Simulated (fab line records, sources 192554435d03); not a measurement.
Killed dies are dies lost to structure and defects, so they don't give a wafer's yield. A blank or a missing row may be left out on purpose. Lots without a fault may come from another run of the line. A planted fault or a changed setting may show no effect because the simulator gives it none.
Which tool did it? | flow n5_finfet | 6 lots, 17 wafers sampled, at 3 steps of a route of 1938

WHAT THE GAUGES READ, wafer by wafer
N5_MIM_TOP_LITHO_CD_MEAS_08: target cd 2000 nm.
lot  | measured     | on        | cd_nm (nm)
L357 | day 11 21:13 | cd_sem-03 | 2000.6 1999.5 1998.4
L364 | day 13 07:58 | cd_sem-02 | 1998.3 2000.4 1998.8
L367 | day 13 19:58 | cd_sem-03 | 1997.1 1999.4
L372 | day 17 01:35 | cd_sem-01 | 2001.2 1997.6 1999.8
L376 | day 18 12:38 | cd_sem-03 | 1997.8 2000.0 1996.8
L379 | day 19 17:40 | cd_sem-02 | 1996.9 2000.5 1998.8

WHICH TOOL RAN EACH LOT (tool, then ch and the chambers of the sampled wafers, then the start)
lot  | N5_BEOL_M14_ECD_47             | N5_BEOL_M15_ETCH_59
L357 | ecd_cu-01 ch 0,1, day 11 10:17 | rie_diel-04 ch 1,2,3, day 11 11:56
L364 | ecd_cu-01 ch 0,1, day 12 21:38 | rie_diel-04 ch 0,1,2, day 12 23:26
L367 | ecd_cu-02 ch 0,1, day 13 11:02 | rie_diel-02 ch 0,3, day 13 12:49
L372 | ecd_cu-02 ch 0,1, day 16 06:31 | rie_diel-04 ch 2,3, day 16 08:46
L376 | ecd_cu-01 ch 0, day 17 22:55   | rie_diel-06 ch 1,3, day 18 00:41
L379 | ecd_cu-01 ch 0, day 19 07:05   | rie_diel-04 ch 0,3, day 19 08:52
- N5_BEOL_M14_ECD_47: material Cu, target thk 1248 nm.
- N5_BEOL_M15_ETCH_59: etches BARC in N2/H2, target depth 89 nm, overetch 26.7 nm, time 67.9 s.

THE ANSWER, worked out from the rows above alone
Rule: what is usual is taken from the lots themselves. Put in order of their means at a reading, lots are off if they are a third of the lots or fewer, leave a main group of 4 or more, and stand apart from it by a gap of 3 or more times the standard deviation of the main group's means; of several such gaps the widest counts. A main group whose means are all the same, to the digits that the tables above print for the reading, isn't used. A lot without any number at a reading at which 4 lots or more have one is off too. The other lots that the step has rows for count as sound.
No lot is off at any reading shown: from this, nothing can be told.

WHAT THE SIMULATOR HAD PUT IN
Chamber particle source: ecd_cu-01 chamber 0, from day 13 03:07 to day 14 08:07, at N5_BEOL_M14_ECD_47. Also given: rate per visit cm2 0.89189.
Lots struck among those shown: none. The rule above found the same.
